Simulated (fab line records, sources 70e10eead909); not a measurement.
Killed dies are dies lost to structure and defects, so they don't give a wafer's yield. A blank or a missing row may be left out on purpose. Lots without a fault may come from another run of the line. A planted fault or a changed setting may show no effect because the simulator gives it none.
Chamber matching | flow nand_harc | NHARC_P_M1_DESCUM_14 on rie_diel-04: 4 sister chambers
The step chemistry O2, time 3 s. 8 wafers are shown with their chamber, then 9 later ones without.

WAFERS WITH THEIR CHAMBER
wafer  | chamber | drypump_motor_current_A (A) | oes_product_au (a.u.)
L082.3 | 0       | 6.0                         | 1.003
L082.5 | 1       | 6.4                         | 1.024
L083.2 | 2       | 5.8                         | 0.994
L083.3 | 1       | 6.5                         | 1.030
L083.4 | 0       | 6.0                         | 1.009
L087.2 | 3       | 5.1                         | 0.994
L087.4 | 2       | 5.8                         | 0.991
L087.6 | 3       | 5.1                         | 0.997

WAFERS WITHOUT THEIR CHAMBER
wafer  | drypump_motor_current_A (A) | oes_product_au (a.u.)
L093.1 | 6.0                         | 1.005
L093.2 | 6.5                         | 1.015
L093.5 | 6.0                         | 0.997
L094.1 | 5.8                         | 1.002
L094.2 | 6.0                         | 1.010
L094.3 | 6.5                         | 1.016
L095.2 | 6.5                         | 1.021
L095.3 | 6.0                         | 1.007
L095.6 | 6.0                         | 0.993

WHICH CHAMBER EACH WENT THROUGH
wafer  | from the rows above     | in truth
L093.1 | 0                       | 0
L093.2 | 1                       | 1
L093.5 | 0                       | 0
L094.1 | 2                       | 2
L094.2 | 0                       | 0
L094.3 | 1                       | 1
L095.2 | 1                       | 1
L095.3 | 0                       | 0
L095.6 | can't be placed: 0 or 2 | 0
Placed correctly: 8 of 9. Can't be placed from these rows: 1 (the true chamber is among the candidates in 1). Placed wrongly: 0.
How it was worked out, from the rows above alone: a wafer's distance from a chamber is the root of the sum, over the readings, of the square of ((its reading less the chamber's mean) divided by the reading's scatter). The wafer belongs to the nearest chamber; if the next one is less than 2 further off, it can't be placed. A chamber's mean is the mean of its shown wafers. The scatter: the root of (the sum of the squares of (reading less its chamber's mean) over the shown wafers, divided by (wafers less chambers)).
